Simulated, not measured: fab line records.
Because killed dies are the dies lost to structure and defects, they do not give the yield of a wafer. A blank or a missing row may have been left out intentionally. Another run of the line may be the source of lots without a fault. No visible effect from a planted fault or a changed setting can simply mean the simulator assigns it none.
2 desks looking at one fault + flow n5-finfet + every desk sees just its own numbers, and what lay behind them comes last

FOR THE TOOL OWNER'S DESK: ald-sin-04
The tool's own readings at N5_BEOL_M2_ALD_98 (deposits SiO2, target thk 2.5 nm, pulse time 1 s, co reactant pulse time 1 s): means of the sampled wafers that have a number, for each lot that ran on this tool. A lot is out of limits, marked OUT, if its mean lies more than 4 standard deviations from the usual mean; the brackets give that distance.
Columns: A = heater-power-w at N5_BEOL_M2_ALD_98, usual 79 W; B = precursor-pulse-height-rel at N5_BEOL_M2_ALD_98, usual 1.002; C = susceptor-temp-C at N5_BEOL_M2_ALD_98, usual 100.01 C
| lot  | first seen here | A  | B     | C                |
|------|-----------------|----|-------|------------------|
| L583 | day 8 06:10     | 84 | 1.014 | 100.01           |
| L586 | day 8 20:26     | 77 | 1.008 | 100.02           |
| L595 | day 11 01:32    | 86 | 1.000 | 105.22 (+40) OUT |
| L596 | day 11 05:16    | 85 | 0.988 | 105.30 (+41) OUT |
| L598 | day 11 15:54    | 77 | 1.012 | 105.21 (+40) OUT |
This desk finds L595, L596, L598 out of limits, L595 being first, at day 11 01:32 (susceptor-temp-C at N5_BEOL_M2_ALD_98). L583, L586: within limits.

THE METROLOGY DESK
Means of the sampled wafers that have a number, per lot and without regard to the tool the lot ran on: this is what the gauges read. A lot is out of limits, marked OUT, if its mean lies more than 4 standard deviations from the usual mean; the brackets give that distance. Shown here are 7 of its 10 readings, the ones lying furthest out on some lot.
Columns: A = DIBL_N at N5_BEOL_M4_RC_MEAS_101, usual 36.3 mV/V; B = DIBL_P at N5_BEOL_M4_RC_MEAS_101, usual 36.5 mV/V; C = IOFF_N at N5_BEOL_M4_RC_MEAS_101, usual 0.16 nA/um; D = ION_N at N5_BEOL_M4_RC_MEAS_101, usual 675 uA/um; E = SS_N at N5_BEOL_M4_RC_MEAS_101, usual 71.6 mV/dec; F = SS_P at N5_BEOL_M4_RC_MEAS_101, usual 73.3 mV/dec; G = VT_N at N5_BEOL_M4_RC_MEAS_101, usual 249 mV
| lot  | first seen here | A    | B    | C    | D   | E    | F    | G   |
|------|-----------------|------|------|------|-----|------|------|-----|
| L578 | day 8 11:33     | 35.3 | 35.8 | 0.16 | 676 | 71.7 | 73.2 | 249 |
| L584 | day 9 06:10     | 34.0 | 33.3 | 0.11 | 663 | 70.6 | 71.8 | 254 |
| L583 | day 9 10:17     | 37.0 | 37.6 | 0.17 | 681 | 72.1 | 72.9 | 249 |
| L586 | day 10 07:46    | 35.8 | 36.9 | 0.13 | 659 | 70.6 | 73.5 | 252 |
| L588 | day 10 09:15    | 35.2 | 35.0 | 0.15 | 669 | 71.2 | 72.6 | 250 |
| L589 | day 10 15:11    | 36.8 | 37.7 | 0.18 | 681 | 71.9 | 73.3 | 247 |
| L596 | day 12 03:55    | 37.0 | 36.3 | 0.16 | 669 | 71.6 | 73.1 | 252 |
| L595 | day 12 06:17    | 37.7 | 38.8 | 0.23 | 691 | 72.2 | 73.5 | 242 |
| L598 | day 13 03:38    | 38.6 | 39.2 | 0.24 | 700 | 72.6 | 74.2 | 243 |
Result from this desk: across the 9 lots, nothing is out of limits.

PUT TOGETHER
The tool owner's desk could have raised an alarm at day 11 01:32, on L595, L596, L598.
Metrology desk: nothing out of limits seen.
The metrology desk has L595, L596, L598 on record, within its limits.
All the named lots went through N5_BEOL_M2_ALD_98 on ald-sin-04.

WHAT THE SIMULATOR PUT IN
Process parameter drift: ald-sin-04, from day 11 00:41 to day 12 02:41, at N5_BEOL_M2_ALD_98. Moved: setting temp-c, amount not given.
Lots struck among those shown: L595, L596, L598.
How many hours passed from the start of the fault until each desk's first out-of-limits reading: the tool owner's desk, 1.
